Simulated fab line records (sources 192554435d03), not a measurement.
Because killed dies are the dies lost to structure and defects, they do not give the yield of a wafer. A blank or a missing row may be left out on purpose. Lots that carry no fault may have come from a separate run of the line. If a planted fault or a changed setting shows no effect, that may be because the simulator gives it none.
Lot-split experiment :: flow n5-finfet :: on a route of 1938 steps: 7 lots, 21 wafers read

## ON THE SPLIT
At N5_BEOL_M14_EXPOSE_25 (exposes mask M14, target cd 280 nm), the setting dose-mj was moved away from the recipe's 26.6 on 7 of the 21 wafers read, by -5.9% to +6.5%. All remaining wafers had this setting at the recipe value.

## FROM THE SPLIT TO THE READING: what the file shows between them, 2 steps
- N5_BEOL_M14_DEVELOP_27: develop time 45 s (also split here: develop-time-s)
- N5_BEOL_M14_HARDBAKE_32: time 120 s

## THE READING
Shown in nm: cd-nm at N5_BEOL_M14_CD_MEAS_28, with target cd 284.4 nm. On this fab line, fault-free wafers typically give 284.6 nm with a standard deviation of 1.9 nm.

wafer: L074.1
tool, chamber at the split: krf-scanner-01, 0
dose-mj as run: 25.88
against the recipe: -2.7%
cd-nm, nm: 279.6
against lot-mates on the recipe: -6.7

wafer: L074.2
tool, chamber at the split: krf-scanner-01, 0
dose-mj as run: 26.6
against the recipe: recipe
cd-nm, nm: 286.3
against lot-mates on the recipe: -

wafer: L074.5
tool, chamber at the split: krf-scanner-01, 0
dose-mj as run: 25.88
against the recipe: -2.7%
cd-nm, nm: 278.1
against lot-mates on the recipe: -8.2

wafer: L078.1
tool, chamber at the split: krf-scanner-02, 0
dose-mj as run: 26.6
against the recipe: recipe
cd-nm, nm: 284.0
against lot-mates on the recipe: -

wafer: L078.3
tool, chamber at the split: krf-scanner-02, 0
dose-mj as run: 27.69
against the recipe: +4.1%
cd-nm, nm: 289.6
against lot-mates on the recipe: +5.6

wafer: L078.4
tool, chamber at the split: krf-scanner-02, 0
dose-mj as run: 27.69
against the recipe: +4.1%
cd-nm, nm: 292.9
against lot-mates on the recipe: +8.9

wafer: L079.1
tool, chamber at the split: krf-scanner-02, 0
dose-mj as run: 28.32
against the recipe: +6.5%
cd-nm, nm: 294.6
against lot-mates on the recipe: +10.3

wafer: L079.2
tool, chamber at the split: krf-scanner-02, 0
dose-mj as run: 26.6
against the recipe: recipe
cd-nm, nm: 283.9
against lot-mates on the recipe: -

wafer: L079.6
tool, chamber at the split: krf-scanner-02, 0
dose-mj as run: 26.6
against the recipe: recipe
cd-nm, nm: 284.7
against lot-mates on the recipe: -

wafer: L080.4
tool, chamber at the split: krf-scanner-02, 0
dose-mj as run: 26.6
against the recipe: recipe
cd-nm, nm: 283.4
against lot-mates on the recipe: -

wafer: L080.5
tool, chamber at the split: krf-scanner-02, 0
dose-mj as run: 26.6
against the recipe: recipe
cd-nm, nm: 285.2
against lot-mates on the recipe: -

wafer: L080.6
tool, chamber at the split: krf-scanner-02, 0
dose-mj as run: 26.6
against the recipe: recipe
cd-nm, nm: 281.6
against lot-mates on the recipe: -

wafer: L084.2
tool, chamber at the split: krf-scanner-02, 0
dose-mj as run: 26.6
against the recipe: recipe
cd-nm, nm: 282.4
against lot-mates on the recipe: -

wafer: L084.3
tool, chamber at the split: krf-scanner-02, 0
dose-mj as run: 26.6
against the recipe: recipe
cd-nm, nm: 285.5
against lot-mates on the recipe: -

wafer: L084.4
tool, chamber at the split: krf-scanner-02, 0
dose-mj as run: 26.6
against the recipe: recipe
cd-nm, nm: 281.9
against lot-mates on the recipe: -

wafer: L089.2
tool, chamber at the split: krf-scanner-01, 0
dose-mj as run: 25.03
against the recipe: -5.9%
cd-nm, nm: 273.6
against lot-mates on the recipe: -8.4

wafer: L089.3
tool, chamber at the split: krf-scanner-01, 0
dose-mj as run: 25.03
against the recipe: -5.9%
cd-nm, nm: 275.5
against lot-mates on the recipe: -6.5

wafer: L089.4
tool, chamber at the split: krf-scanner-01, 0
dose-mj as run: 26.6
against the recipe: recipe
cd-nm, nm: 282.0
against lot-mates on the recipe: -

wafer: L091.1
tool, chamber at the split: krf-scanner-02, 0
dose-mj as run: 26.6
against the recipe: recipe
cd-nm, nm: 286.1
against lot-mates on the recipe: -

wafer: L091.2
tool, chamber at the split: krf-scanner-02, 0
dose-mj as run: 26.6
against the recipe: recipe
cd-nm, nm: 286.4
against lot-mates on the recipe: -

wafer: L091.6
tool, chamber at the split: krf-scanner-02, 0
dose-mj as run: 26.6
against the recipe: recipe
cd-nm, nm: 286.3
against lot-mates on the recipe: -

THE FIT
A straight line over all 21 wafers: cd-nm changes by +1.68 nm for each +1% of dose-mj; r = +0.95; the points scatter about the line by 1.6 nm.
The same after taking each lot's own level away (the mean of its wafers on the recipe; 21 wafers): +1.59 nm for each +1%; r = +0.94; scatter 1.6 nm.
Per that fit: largest dose-mj move, reading shift of 10 nm.
From 282.00 to 286.30 nm: that is the span of the lots' own levels, equal to 2.3 times the standard deviation above.
Consequently the slope shifts little with the lot-to-lot level, the two slopes agreeing.
Check: with one of the wafers moved furthest among these (+6.5%) left out of the fit, the line predicts +10.2 nm for it against its lot-mates. It came out at +10.3 nm against them.

## OTHER SPLITS APPLIED TO THESE WAFERS
Before the reading, these wafers also passed through other splits. Each is held against what the fit with the lots' levels taken away leaves over:
other split on the same wafers: N5_BEOL_M12_DEP_53 time-s
wafers away from the commonest value: 6
r with cd-nm (lot level and that fit taken away): -0.23

other split on the same wafers: N5_BEOL_M13_TRENCH_ETCH_34 time-s
wafers away from the commonest value: 5
r with cd-nm (lot level and that fit taken away): -0.26

other split on the same wafers: N5_BEOL_M14_DEVELOP_27 develop-time-s
wafers away from the commonest value: 5
r with cd-nm (lot level and that fit taken away): -0.02

## THE WHOLE CHAIN: every reading that the file lists as answering this split, in the file's order
step: N5_BEOL_M14_CD_MEAS_28
what it does: target cd 284.4 nm
reading: cd-nm
change (the file's fit): +1.6 nm for each +1% of the setting
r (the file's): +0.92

step: N5_BEOL_M14_DESCUM_33
what it does: chemistry O2, time 7.9 s
reading: BEOL_M14.cd-nm (the simulator's own value, which no gauge read)
change (the file's fit): +1.56 nm for each +1% of the setting
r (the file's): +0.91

step: N5_BEOL_M14_TRENCH_ETCH_34
what it does: etches SiO2 in C4F8/O2/Ar, target depth 556.65 nm, time 126.9 s
reading: BEOL_M14.cd-nm (the simulator's own value, which no gauge read)
change (the file's fit): +1.68 nm for each +1% of the setting
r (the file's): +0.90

## THE FILE'S OWN FIT
cd-nm changes by +1.6 nm for each +1% of dose-mj, r = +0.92.
